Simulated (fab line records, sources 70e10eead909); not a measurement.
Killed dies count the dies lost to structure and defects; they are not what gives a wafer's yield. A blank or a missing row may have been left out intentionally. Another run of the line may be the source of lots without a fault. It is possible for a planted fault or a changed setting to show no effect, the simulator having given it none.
fab line records + flow nandHarc
record
- lots=5
- wafers=15
- lastDay=24
route steps=1159 shown P_GATE@155 END@1159
lots untouched by any fault: they come from a run of this same line in which no faults occurred
startH: start of the lot's first displayed wafer, in hours after the record's first day + waitH: time in hours since the lot's previous step + " same as the row above + L1.1+2: one row covering several wafers at once + - no value, or no start given + * or withheld: withheld + < > ~ a bound
route shown NAME@n: NAME is a module with steps in the file, n the number in the route of the first one + usual: mean/standard deviation taken from wafers without a fault + same: alike in all rows + chamber/n: place in a boat + sites: readings site by site + _std_site: their standard deviation + _edge_site: outer sites' mean less inner sites' + radiusMm: for every site, how far away it sits from the centre of the wafer + mask NAME#n: copy n + behind: tool/chamber where the wafer was last shaped + hold: reason for holding the lot/hours on hold/outcome of the hold + device: whichever transistor did not switch (one of n, p or np) + end of line: at the end of the route, the tests of the same wafers + a step given without rows: its recipe and nothing more + killed: dies lost to structure and defects at the first sort, not the wafer's yield + map: shows each die of a wafer: x if killed, . if not, _ if none is there
set.NAME: the setting that was run; set.NAME@STEP: the one run at that earlier step + model.NAME: the simulator's own value behind a step, which no gauge read
certain route steps with their lots: each step a table, each wafer a row
services: when a tool's chamber went out of use (startH, in hours from the record's first day, below 0 if earlier), for how many hours, and the reason
## steps
# step NHARC_P_GATE_ALD_36
# recipe
- targetThkA=200
- pulseTimeS=60
- aldCycles=223
- tempC=400
- material=SiNx
# usual
- heaterPowerW=812/65
- precursorPulseHeightRel=1.002/0.022
| lot.wafer | tool      | chamber | startH | waitH | heaterPowerW | precursorPulseHeightRel |
|-----------|-----------|---------|--------|-------|--------------|-------------------------|
| L787.3    | aldSin-02 | 2       | 109.95 | -     | 770          | 1.015                   |
| L787.4    | "         | 3       | 111.00 | -     | 825          | 1.006                   |
| L787.2    | "         | 0       | 112.04 | -     | 855          | 1.024                   |
| L792.4    | aldSin-02 | 1       | 142.55 | -     | 786          | 0.998                   |
| L792.3    | "         | 0       | 145.71 | -     | 839          | 0.998                   |
| L792.6    | "         | 1       | 146.76 | -     | 783          | 1.030                   |
| L800.4    | aldSin-01 | 2       | 195.38 | -     | 785          | 0.998                   |
| L800.3    | "         | 0       | 197.48 | -     | 882          | 1.029                   |
| L800.2    | "         | 1       | 198.53 | -     | 987          | 0.978                   |
| L803.2    | aldSin-01 | 0       | 208.39 | -     | 899          | 0.981                   |
| L803.6    | "         | 1       | 209.44 | -     | 958          | 0.993                   |
| L803.5    | "         | 2       | 210.50 | -     | 752          | 1.006                   |
| L806.2    | aldSin-02 | 2       | 232.68 | -     | 763          | 1.034                   |
| L806.4    | "         | 3       | 233.73 | -     | 821          | 0.992                   |
| L806.6    | "         | 0       | 234.78 | -     | 847          | 0.988                   |
# step NHARC_P_GATE_ETCHBACK_37
# recipe
- targetDepthA=345
- timeS=17.2
- chf3FlowSccm=50
- o2FlowSccm=10
- arFlowSccm=200
- rfW=500
- biasW=200
- chemistry=CHF3/O2
# usual
- chamberPressureMTorr=25.001/0.023
- drypumpMotorCurrentA=5.9/0.51
- oesProductAu=0.96/0.038
- rfVppV=370.7/2.5
- showerheadPlenumPTorr=2.40/0.11
- throttleValvePct=20.573/0.0092
| lot.wafer | tool       | chamber | startH | waitH | chamberPressureMTorr | drypumpMotorCurrentA | oesProductAu | rfHoursCounterH | rfVppV | showerheadPlenumPTorr | throttleValvePct |
|-----------|------------|---------|--------|-------|----------------------|----------------------|--------------|-----------------|--------|-----------------------|------------------|
| L787.4    | rieDiel-12 | 0       | -      | -     | 25.015               | 5.5                  | 0.93         | 17              | 367.6  | 2.24                  | 20.568           |
| L787.3    | "          | 1       | "      | "     | 24.977               | 6.6                  | 0.93         | 15              | 369.3  | 2.36                  | 20.577           |
| L787.2    | "          | 2       | "      | "     | 25.011               | 6.3                  | 0.93         | 16              | 372.8  | 2.57                  | 20.580           |
| L792.3    | rieDiel-12 | 2       | -      | -     | 25.012               | 6.2                  | 1.00         | 20              | 373.7  | 2.56                  | 20.578           |
| L792.4    | "          | 2       | "      | "     | 25.000               | 6.3                  | 1.00         | -               | 374.7  | 2.56                  | 20.576           |
| L792.6    | "          | 3       | "      | "     | 25.065               | 5.3                  | 1.03         | -               | 375.4  | 2.49                  | 20.574           |
| L800.3    | rieDiel-10 | 0       | -      | -     | 25.010               | 5.7                  | 0.93         | 5               | 369.6  | 2.32                  | 20.579           |
| L800.2    | "          | 2       | "      | "     | 24.984               | 5.0                  | 0.92         | 5               | 369.6  | 2.33                  | 20.594           |
| L800.4    | "          | 3       | "      | "     | 24.971               | 5.8                  | 0.92         | 5               | 372.1  | 2.39                  | 20.575           |
| L803.2    | rieDiel-10 | 0       | -      | -     | 24.980               | 5.7                  | 1.00         | 9               | 368.4  | 2.32                  | 20.555           |
| L803.5    | "          | 3       | "      | "     | 25.006               | 5.9                  | 1.00         | -               | 371.2  | 2.39                  | 20.592           |
| L803.6    | "          | 0       | "      | "     | 24.987               | 5.8                  | 1.01         | -               | 368.5  | 2.32                  | 20.567           |
| L806.4    | rieDiel-12 | 3       | -      | -     | 25.017               | 5.3                  | 0.93         | 5               | 371.1  | 2.48                  | 20.567           |
| L806.2    | "          | 1       | "      | "     | 25.021               | 6.6                  | 0.93         | 4               | 367.3  | 2.35                  | 20.549           |
| L806.6    | "          | 2       | "      | "     | 24.976               | 6.3                  | 0.91         | -               | 373.9  | 2.56                  | 20.595           |
# step NHARC_P_GATE_STRIP_101
# recipe
- timeS=20
- o2FlowSccm=500
- arFlowSccm=0
- biasW=0
- chemistry=O2
# usual
- chamberPressureMTorr=59.99/0.05
- drypumpMotorCurrentA=5.9/0.51
- oesProductAu=1.003/0.01
- rfVppV=57.8/1
- showerheadPlenumPTorr=3.52/0.15
- throttleValvePct=17.037/0.0098
| lot.wafer | tool       | chamber | startH | waitH | chamberPressureMTorr | drypumpMotorCurrentA | oesProductAu | rfHoursCounterH | rfVppV | showerheadPlenumPTorr | throttleValvePct |
|-----------|------------|---------|--------|-------|----------------------|----------------------|--------------|-----------------|--------|-----------------------|------------------|
| L787.2    | rieDiel-12 | 3       | 119.50 | 0.1   | 59.96                | 5.4                  | 1.003        | 15              | 57.8   | 3.65                  | 17.028           |
| L787.3    | "          | 0       | "      | "     | 59.89                | 5.5                  | 1.002        | 17              | 58.1   | 3.30                  | 17.035           |
| L787.4    | "          | 1       | "      | "     | 60.08                | 6.7                  | 1.000        | 15              | 58.5   | 3.46                  | 17.027           |
| L792.3    | rieDiel-12 | 0       | 152.15 | 0.1   | 59.87                | 5.5                  | 1.005        | 21              | 56.9   | 3.30                  | 17.036           |
| L792.6    | "          | 2       | "      | "     | 60.05                | 6.3                  | 1.004        | -               | 59.2   | 3.76                  | 17.029           |
| L792.4    | "          | 3       | "      | "     | 60.01                | 5.4                  | 1.014        | -               | 57.7   | 3.65                  | 17.046           |
| L800.2    | rieDiel-10 | 2       | 204.97 | 0.1   | 59.98                | 5.0                  | 0.997        | 5               | 57.2   | 3.42                  | 17.032           |
| L800.3    | "          | 3       | "      | "     | 60.07                | 5.8                  | 0.994        | 5               | 56.9   | 3.51                  | 17.035           |
| L800.4    | "          | 0       | "      | "     | 60.10                | 5.7                  | 1.004        | 5               | 56.9   | 3.41                  | 17.031           |
| L803.2    | rieDiel-10 | 0       | 214.82 | 0.1   | 60.03                | 5.7                  | 0.997        | 9               | 56.5   | 3.41                  | 17.030           |
| L803.6    | "          | 3       | "      | "     | 60.06                | 5.8                  | 0.995        | -               | 59.3   | 3.51                  | 17.044           |
| L803.5    | "          | 0       | "      | "     | 60.02                | 5.7                  | 0.994        | -               | 57.1   | 3.41                  | 17.040           |
| L806.4    | rieDiel-12 | 0       | 240.26 | 0.2   | 59.99                | 5.5                  | 0.992        | 6               | 56.8   | 3.29                  | 17.038           |
| L806.2    | "          | 1       | "      | "     | 60.00                | 6.7                  | 0.992        | 4               | 58.5   | 3.45                  | 17.042           |
| L806.6    | "          | 3       | "      | "     | 60.03                | 5.3                  | 0.987        | -               | 59.3   | 3.64                  | 17.043           |
# step NHARC_P_GATE_PRECLEAN_97
# recipe
- timeS=600
- tempC=120
- chemistry=SPM
# step NHARC_P_GATE_SRD_98
# step NHARC_P_GATE_PRECLEAN_99
# recipe
- timeS=*
- tempC=50
- bathAgeMin=0
- chemistry=SC1
# step NHARC_P_GATE_SRD_100
# step NHARC_P_GATE_DEHYDRATE_38
# recipe
- tempC=150
- timeS=120
# step NHARC_P_GATE_HMDS_39
# recipe
- timeS=30
# step NHARC_P_GATE_COAT_40
# recipe
- spinRpm=3000
# step NHARC_P_GATE_SOFTBAKE_41
# recipe
- tempC=122
- timeS=95
# step NHARC_P_GATE_EBR_42
# step NHARC_P_GATE_EXPOSE_43
# recipe
- na=0.6
- targetCdNm=720
- doseMj=14.81
- maskId=P_NSD
# usual
- focusOffsetNm=0.1/0.47
| lot.wafer | tool          | chamber | startH | waitH | mask       | focusOffsetNm |
|-----------|---------------|---------|--------|-------|------------|---------------|
| L787.2    | krfScanner-02 | 0       | 120.26 | -     | P_NSD#0    | 1.2           |
| L787.3    | "             | 0       | "      | "     | P_NSD#0    | 0.6           |
| L787.4    | "             | 0       | "      | "     | P_NSD#0    | -0.1          |
| L792.3    | krfScanner-01 | 0       | 153.03 | -     | P_NSD_R1#0 | -0.3          |
| L792.4    | "             | 0       | "      | "     | P_NSD_R1#0 | 0.5           |
| L792.6    | "             | 0       | "      | "     | P_NSD_R1#0 | -0.2          |
| L800.2    | krfScanner-01 | 0       | 205.76 | -     | P_NSD#0    | -0.8          |
| L800.3    | "             | 0       | "      | "     | P_NSD#0    | -0.6          |
| L800.4    | "             | 0       | "      | "     | P_NSD#0    | -0.3          |
| L803.2    | krfScanner-04 | 0       | 215.59 | -     | P_NSD#0    | -0.5          |
| L803.5    | "             | 0       | "      | "     | P_NSD#0    | -0.3          |
| L803.6    | "             | 0       | "      | "     | P_NSD#0    | 0.3           |
| L806.2    | krfScanner-04 | 0       | 241.03 | -     | P_NSD#0    | -0.1          |
| L806.4    | "             | 0       | "      | "     | P_NSD#0    | -0.5          |
| L806.6    | "             | 0       | "      | "     | P_NSD#0    | 0.0           |
# step NHARC_P_GATE_PEB_44
# recipe
- pebTempC=118
- pebTimeS=85
# step NHARC_P_GATE_DEVELOP_45
# recipe
- timeS=70
# step NHARC_P_GATE_CD_MEAS_46
# recipe
- targetCdNm=720
- landingEnergyEv=500
# usual
- cdNm=719.0/1.7
| lot.wafer | tool     | chamber | startH | waitH | cdNm  |
|-----------|----------|---------|--------|-------|-------|
| L787.2    | cdSem-03 | 0       | 120.42 | -     | 720.9 |
| L787.3    | "        | 0       | "      | "     | 719.2 |
| L787.4    | "        | 0       | "      | "     | 720.7 |
| L792.3    | cdSem-03 | 0       | 153.19 | -     | 609.9 |
| L792.4    | "        | 0       | "      | "     | 604.6 |
| L792.6    | "        | 0       | "      | "     | 603.4 |
| L800.2    | cdSem-01 | 0       | 205.91 | -     | 719.8 |
| L800.3    | "        | 0       | "      | "     | 718.1 |
| L800.4    | "        | 0       | "      | "     | 719.4 |
| L803.2    | cdSem-03 | 0       | 215.75 | -     | 720.7 |
| L803.5    | "        | 0       | "      | "     | 717.7 |
| L803.6    | "        | 0       | "      | "     | 719.3 |
| L806.2    | cdSem-01 | 0       | 241.18 | -     | 718.7 |
| L806.4    | "        | 0       | "      | "     | 716.5 |
| L806.6    | "        | 0       | "      | "     | 719.7 |
# step NHARC_P_GATE_HARDBAKE_47
# recipe
- tempC=125
- timeS=80
# step NHARC_P_GATE_DESCUM_48
# recipe
- timeS=3
- o2FlowSccm=200
- arFlowSccm=0
- biasPowerW=0
- chemistry=O2
# usual
- chamberPressureMTorr=60.00/0.059
- drypumpMotorCurrentA=5.9/0.5
- oesProductAu=1.003/0.0093
- rfVppV=57.8/0.93
- showerheadPlenumPTorr=1.91/0.085
- throttleValvePct=11.310/0.0088
| lot.wafer | tool       | chamber | startH | waitH | chamberPressureMTorr | drypumpMotorCurrentA | oesProductAu | rfHoursCounterH | rfVppV | showerheadPlenumPTorr | throttleValvePct | model.P_GATE.cdNm |
|-----------|------------|---------|--------|-------|----------------------|----------------------|--------------|-----------------|--------|-----------------------|------------------|-------------------|
| L787.2    | rieDiel-12 | 2       | 120.59 | -     | 59.98                | 6.3                  | 1.000        | 16              | 58.9   | 2.05                  | 11.314           | 720.6             |
| L787.4    | "          | 0       | "      | "     | 60.07                | 5.4                  | 1.001        | 17              | 57.4   | 1.78                  | 11.308           | 720.3             |
| L787.3    | "          | 1       | "      | "     | 60.00                | 6.6                  | 1.006        | 15              | 58.5   | 1.88                  | 11.308           | 719.7             |
| L792.3    | rieDiel-12 | 3       | 153.34 | -     | 59.94                | 5.3                  | 1.021        | 19              | 57.3   | 1.98                  | 11.299           | 609.1             |
| L792.6    | "          | 0       | "      | "     | 60.01                | 5.5                  | 0.996        | -               | 56.3   | 1.78                  | 11.313           | 603.1             |
| L792.4    | "          | 2       | "      | "     | 60.07                | 6.2                  | 1.001        | -               | 59.6   | 2.05                  | 11.292           | 604.1             |
| L800.2    | rieDiel-10 | 3       | 206.08 | -     | 60.11                | 5.8                  | 1.013        | 6               | 59.4   | 1.91                  | 11.310           | 720.3             |
| L800.3    | "          | 0       | "      | "     | 59.96                | 5.7                  | 1.005        | 5               | 58.4   | 1.85                  | 11.320           | 718.5             |
| L800.4    | "          | 1       | "      | "     | 59.99                | 5.4                  | 0.995        | 5               | 57.4   | 2.02                  | 11.320           | 720               |
| L803.2    | rieDiel-13 | 1       | 215.94 | -     | 60.06                | 6.6                  | 1.012        | 37              | 57.4   | 1.89                  | 11.310           | 720.8             |
| L803.5    | "          | 2       | "      | "     | 60.00                | 5.9                  | 1.014        | -               | 57.5   | 1.82                  | 11.308           | 718               |
| L803.6    | "          | 3       | "      | "     | 60.01                | 6.2                  | 1.010        | -               | 56.7   | 1.89                  | 11.314           | 719.5             |
| L806.2    | rieDiel-12 | 3       | 241.34 | -     | 59.97                | 5.3                  | 0.993        | 5               | 57.3   | 1.98                  | 11.309           | 718.8             |
| L806.4    | "          | 0       | "      | "     | 59.92                | 5.4                  | 1.000        | 6               | 56.0   | 1.77                  | 11.304           | 716.6             |
| L806.6    | "          | 3       | "      | "     | 60.06                | 5.4                  | 0.994        | -               | 57.3   | 1.98                  | 11.305           | 719.8             |
# step NHARC_P_GATE_IMPLANT_49
# recipe
- energyKev=30
- doseCm2=3e+15
- tiltDeg=7
# step NHARC_END_SORT_01
# recipe
- tempC=25
# usual
- killedAtArray=27/8
- killedAtOther=0.8/1.2
- killedAtPeriphery=3.3/2.3
- killedDies=31/8.8
- killedOpen=3.2/2.1
- killedShort=2.1/1.4
# same
- grossDies=677
| lot.wafer | tool      | chamber | startH | waitH | killedAtArray | killedAtOther | killedAtPeriphery | killedDies | killedOpen | killedShort |
|-----------|-----------|---------|--------|-------|---------------|---------------|-------------------|------------|------------|-------------|
| L792.3    | prober-02 | 0       | 495.59 | 3.1   | 31            | 0             | 152               | 183        | 3          | 1           |
| L792.4    | prober-02 | 0       | 496.39 | 3.4   | 26            | 1             | 189               | 216        | 4          | 3           |
| L792.6    | prober-02 | 0       | 498.01 | 4.0   | 42            | 2             | 209               | 253        | 5          | 3           |
# killed by level:class
L792.3 P_GATE:areaExpose=150 A_CHANNEL_HOLE_D1:chamberFilmFlake=13 A_CONTACT:chamberFilmFlake=8 A_CHANNEL_FILL_D1:chamberFilmFlake=2 A_STAIRCASE:chamberFilmFlake=2 A_WL_FILL:chamberFilmFlake=2 P_CONTACT:geometricParticle:open=1 A_CHANNEL_FILL_D1:geometricParticle:open=1
L792.4 P_GATE:areaExpose=183 A_CHANNEL_HOLE_D1:chamberFilmFlake=9 A_CONTACT:chamberFilmFlake=5 A_WL_FILL:chamberFilmFlake=4 P_ZERO_WELL:chamberFilmFlake=3 A_CONTACT:geometricParticle:open=2 P_STI:chamberFilmFlake=2 A_ONON_D1:geometricParticle:short=1
L792.6 P_GATE:areaExpose=207 A_CHANNEL_HOLE_D1:chamberFilmFlake=26 A_WL_FILL:chamberFilmFlake=3 A_M0:geometricParticle:short=2 A_M1:geometricParticle:open=2 A_CHANNEL_FILL_D1:chamberFilmFlake=2 A_STAIRCASE:chamberFilmFlake=2 A_CONTACT:chamberFilmFlake=2
# map L792.6 (x killed, . not)
____________x____________
_________xx.x.xx_________
_______.x....x.xxx_______
______..x.x.x.xxx.x______
_____......xxxxxxxxx_____
____..x..x..x.x.xxxxx____
____....x..x.x.x.xxxx____
___......x...xx.x.xxxx___
___........x..x.x.xxxx___
__........x.....xx.xxxx__
__............xxxxxxxxx__
_...x............x.xxxxx_
_.........x....x.x.x.xxx_
_.....x....x..xxx..xxxxx_
_..x.........xx.x.xxxxxx_
_.x..........x.x....x.xx_
...........x.xx.xx..xxxxx
............xxx.x..xxxxxx
........x.x..xxxxxx.xxxxx
.......x.....xxxx...x.xxx
..........x.x.xx..x..xxxx
_.........x..x...xx.x.xx_
_x.............x.x.x.xxx_
_.x..........x....xxxxxx_
_..xx.............x.xxxx_
_.x..............xx..xxx_
__..........xx..xxxxxxx__
__....x.........x.x.xx.__
___..........x...x.xx.___
___......x.......x.xxx___
____.......x..x..xx.x____
____x.x......x....xxx____
_____....x......x.xx_____
______.......xxxxxx______
_______x.x.xx....x_______
_________....x.x_________
____________x____________
# map L800.4 (x killed, . not)
____________.____________
_________......._________
_______..........._______
______........x..x.______
_____........x.x...._____
____.................____
____.................____
___...................___
___...................___
__........x............__
__.....................__
_x......................_
_......................._
_.............xx..x....._
_...........x..xx.....x._
_.............x........._
.......................x.
.........................
................x....xx..
...x.....................
.........................
_......................._
_......................._
_..................x...x_
_.....x................._
_.xx...x................_
__.....................__
__.x.x.................__
___xx.................___
___xxxxx..............___
____.x...............____
____x..xx............____
_____......x.x......_____
______.............______
_______..........._______
_________......._________
____________.____________
## services
| tool          | chamber | startH | hours | kind   |
|---------------|---------|--------|-------|--------|
| krfScanner-01 | -       | 88.62  | 4.0   | pm     |
| rieDiel-13    | -       | 99.04  | 9.0   | pm     |
| rieDiel-12    | 0       | 107.95 | -     | clean  |
| rieDiel-12    | 1       | 107.95 | -     | clean  |
| rieDiel-12    | 2       | 107.95 | -     | clean  |
| rieDiel-12    | 3       | 107.95 | -     | clean  |
| krfScanner-04 | -       | 126.00 | 4.0   | pm     |
| krfScanner-01 | -       | 132.11 | 1.1   | repair |
| rieDiel-10    | 3       | 135.29 | 5.7   | repair |
| krfScanner-02 | -       | 141.19 | 0.5   | repair |
| rieDiel-12    | 1       | 151.90 | 5.1   | repair |
| rieDiel-13    | 1       | 153.99 | 7.6   | repair |
| rieDiel-12    | -       | 157.18 | 0.4   | repair |
| krfScanner-02 | -       | 160.43 | 2.5   | repair |
| krfScanner-01 | -       | 164.14 | 0.3   | repair |
| krfScanner-01 | -       | 167.30 | 0.5   | repair |
| rieDiel-10    | -       | 177.11 | 9.0   | pm     |
| aldSin-02     | 0       | 193.73 | 6.2   | repair |
| rieDiel-12    | -       | 202.40 | 9.0   | pm     |
| krfScanner-02 | -       | 210.00 | 4.0   | pm     |
| rieDiel-12    | 2       | 222.07 | 8.8   | repair |
| rieDiel-12    | 1       | 225.80 | 1.7   | repair |
| rieDiel-10    | 0       | 236.55 | 13.4  | repair |
| aldSin-02     | -       | 240.22 | 10.0  | pm     |
## key
firstSign
- step=NHARC_P_GATE_EXPOSE_43
- reading=mask
- direction=changed
effect
- step=NHARC_P_GATE_CD_MEAS_46
- reading=cdNm
- direction=down
- sigmas=68
- usual=719.0
- struck=606.0
effect
- step=NHARC_END_SORT_01
- reading=killedAtPeriphery
- direction=up
- sigmas=78
- usual=3.3
- struck=183.3
modelEffect
- step=NHARC_P_GATE_DESCUM_48
- value=P_GATE.cdNm
- without=719.7
- struck=605.4
moreKillsBornAt
- NHARC_P_GATE_EXPOSE_43@krfScanner-01=540
metAt NHARC_P_GATE_EXPOSE_43
struckWafers L792.3,L792.4,L792.6
testerLeftOut L792
fault
- kind=wrongMask
- tool=any
- chamber=-
- onsetH=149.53
- steps=NHARC_P_GATE_EXPOSE_43
- auxCopy=P_NSD_R1#0
- cdOffsetNm=-114.28
- scope=struckLotsOnly
# testerLeftOut: of these lots the tester's yield and bins aren't shown, on N5 and GAA mostly nor the transistor test; their killed dies are dies lost to structure and defects alone, not to doping, threshold or leakage, so they don't give the yield
